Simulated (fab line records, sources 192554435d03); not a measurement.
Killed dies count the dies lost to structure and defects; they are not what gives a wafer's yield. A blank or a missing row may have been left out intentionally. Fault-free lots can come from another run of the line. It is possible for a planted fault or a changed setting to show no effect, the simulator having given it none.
8D (eight disciplines) problem report, filled in by code ; flow n5Finfet ; the parts of the form that need people (team, actions taken, sign-off) are left out

## 1. THE ISSUE
plateTempC at N5_BEOL_M11_COAT_59 reads a mean of 245.09 C on 9 wafers of 3 lots; wafers without a fault read 250.00 C with a standard deviation of 0.18. That puts it -27 standard deviations away from the usual mean.
The step: time 60 s, resist thk 100 nm.
Earliest sighting: wafer L483.1 on lithoTrack-03 at day 15 12:55. The record holds 36 wafers of 12 lots with a number at this step. Rule for "out", or "out of limits": more than 4 standard deviations from the usual mean. Any other wafer with a number is counted as sound.

## 2. WHAT THIS IS AND IS NOT
question;is;is not
which readings at this step;plateTempC, heaterPowerTotalW;-
which lots;L483, L487, L488;L468, L470, L472, L473, L474, L477, L480, L481, L490
which wafers of those lots;all that have a number;-
read on which tools;lithoTrack-03;lithoTrack-04, lithoTrack-05
when;from day 15 12:55;"up to then (24 sound wafers); but 3 sound wafers of L490 came after"

## 3. WHAT RULES OUT EACH SUSPECT
Counting: any tool at a process step up to the reading is kept as a suspect provided that every lot that is out went through it and no sound lot did after the first of them.
- lithoTrack-03 at N5_BEOL_M11_COAT_59 (time 60 s, resist thk 100 nm): kept. It ran every lot that is out, first L483 (day 15 12:55), and no sound lot after that; its last sound lot up to then is L480 (day 14 10:15). Out on those wafers are its own readings of heaterPowerTotalW, plateTempC.
After counting, what remains is lithoTrack-03 at N5_BEOL_M11_COAT_59.

## 4. THE CAUSE (what the simulator had put in)
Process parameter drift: lithoTrack-03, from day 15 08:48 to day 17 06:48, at N5_BEOL_M11_COAT_59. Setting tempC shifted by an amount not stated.
The count eliminated every tool but this one.

## 5. THE EFFECT CHAIN, in route order
Each row: a reading whose mean over the struck wafers that have a number lies more than 3 standard deviations from the usual. Readings are gone through only where the record gives a usual standard deviation; hours: the median, over the lots, of the time from a lot's start at the first step in this table giving one to that lot's start at this step; sigmas: the change measured in usual standard deviations.
hours;step;reading;usual;on struck wafers;change;sigmas
0;N5_BEOL_M11_COAT_59;heaterPowerTotalW;500.6 W;488.6;-12.0;-6.7
0;N5_BEOL_M11_COAT_59;plateTempC;250.00 C;245.09;-4.91;-27
The process steps in it:
- N5_BEOL_M11_COAT_59: time 60 s, resist thk 100 nm.

## 6. HOW IT WOULD HAVE BEEN CAUGHT EARLIER
The fault began at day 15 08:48; the first out-of-limits reading in this record came at day 15 12:55, 4 hours later.
